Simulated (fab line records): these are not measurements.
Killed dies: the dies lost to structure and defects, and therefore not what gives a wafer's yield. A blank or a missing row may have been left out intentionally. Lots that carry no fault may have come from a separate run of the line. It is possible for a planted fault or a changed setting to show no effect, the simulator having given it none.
What tool caused it? || flow nand_harc || Sampling: 6 lots, 18 wafers, 3 of 1159 route steps

== WHAT THE GAUGES READ, wafer by wafer ==
NHARC_THIN_TSV_CD_MEAS_12 targets a cd of 1000 nm.
{"lot": "L923", "measured": "day 19 00:17", "on": "cd_sem-01", "cd_nm (nm)": "999.1 1001.4 998.3"}
{"lot": "L928", "measured": "day 19 07:48", "on": "cd_sem-02", "cd_nm (nm)": "1001.1 999.2 1000.9"}
{"lot": "L922", "measured": "day 20 02:26", "on": "cd_sem-02", "cd_nm (nm)": "1000.0 1002.1 1000.0"}
{"lot": "L939", "measured": "day 23 05:25", "on": "cd_sem-02", "cd_nm (nm)": "999.4 998.6 1001.7"}
{"lot": "L941", "measured": "day 23 09:51", "on": "cd_sem-01", "cd_nm (nm)": "1003.5 999.8 1001.7"}
{"lot": "L944", "measured": "day 23 19:10", "on": "cd_sem-02", "cd_nm (nm)": "1001.8 999.4 1000.1"}

== TOOL THAT RAN EACH LOT (tool first, then ch and the chambers of the sampled wafers, then the start) ==
{"lot": "L923", "NHARC_A_CONTACT_STRIP_104": "rie_diel-06 ch 0,1, day 17 04:02", "NHARC_HYBRID_BOND_ACTIVATE_00": "rie_diel-08 ch 1,3, day 18 13:37"}
{"lot": "L928", "NHARC_A_CONTACT_STRIP_104": "rie_diel-06 ch 0,2,3, day 17 17:23", "NHARC_HYBRID_BOND_ACTIVATE_00": "rie_diel-08 ch 1,2, day 18 18:24"}
{"lot": "L922", "NHARC_A_CONTACT_STRIP_104": "rie_diel-06 ch 0,2,3, day 18 06:40", "NHARC_HYBRID_BOND_ACTIVATE_00": "rie_diel-08 ch 0,3, day 19 13:58"}
{"lot": "L939", "NHARC_A_CONTACT_STRIP_104": "rie_diel-07 ch 1,2,3, day 21 10:56", "NHARC_HYBRID_BOND_ACTIVATE_00": "rie_diel-08 ch 0,3, day 22 16:55"}
{"lot": "L941", "NHARC_A_CONTACT_STRIP_104": "rie_diel-07 ch 0,1, day 21 16:11", "NHARC_HYBRID_BOND_ACTIVATE_00": "rie_diel-08 ch 0,3, day 22 20:19"}
{"lot": "L944", "NHARC_A_CONTACT_STRIP_104": "rie_diel-07 ch 0,1,2, day 22 07:26", "NHARC_HYBRID_BOND_ACTIVATE_00": "rie_diel-08 ch 0,3, day 23 08:15"}
- NHARC_A_CONTACT_STRIP_104: strips in CF4/CHF3.
- NHARC_HYBRID_BOND_ACTIVATE_00: chemistry N2, time 60 s.

== THE ANSWER, worked out from the rows above alone ==
Rule: the lots themselves supply what counts as usual. Put in order of their means at a reading, lots are off if they are a third of the lots or fewer, leave a main group of 4 or more, and stand apart from it by a gap of 3 or more times the standard deviation of the main group's means; of several such gaps the widest counts. A main group is skipped when, at the precision printed for the reading in the tables above, its means are all equal. Also off: a lot with no number at a reading for which 4 or more lots have one. Where the step has rows for the other lots, those lots are counted as sound.
Across all readings shown, no lot is off: no conclusion can be drawn from this.

== WHAT THE SIMULATOR HAD INSERTED ==
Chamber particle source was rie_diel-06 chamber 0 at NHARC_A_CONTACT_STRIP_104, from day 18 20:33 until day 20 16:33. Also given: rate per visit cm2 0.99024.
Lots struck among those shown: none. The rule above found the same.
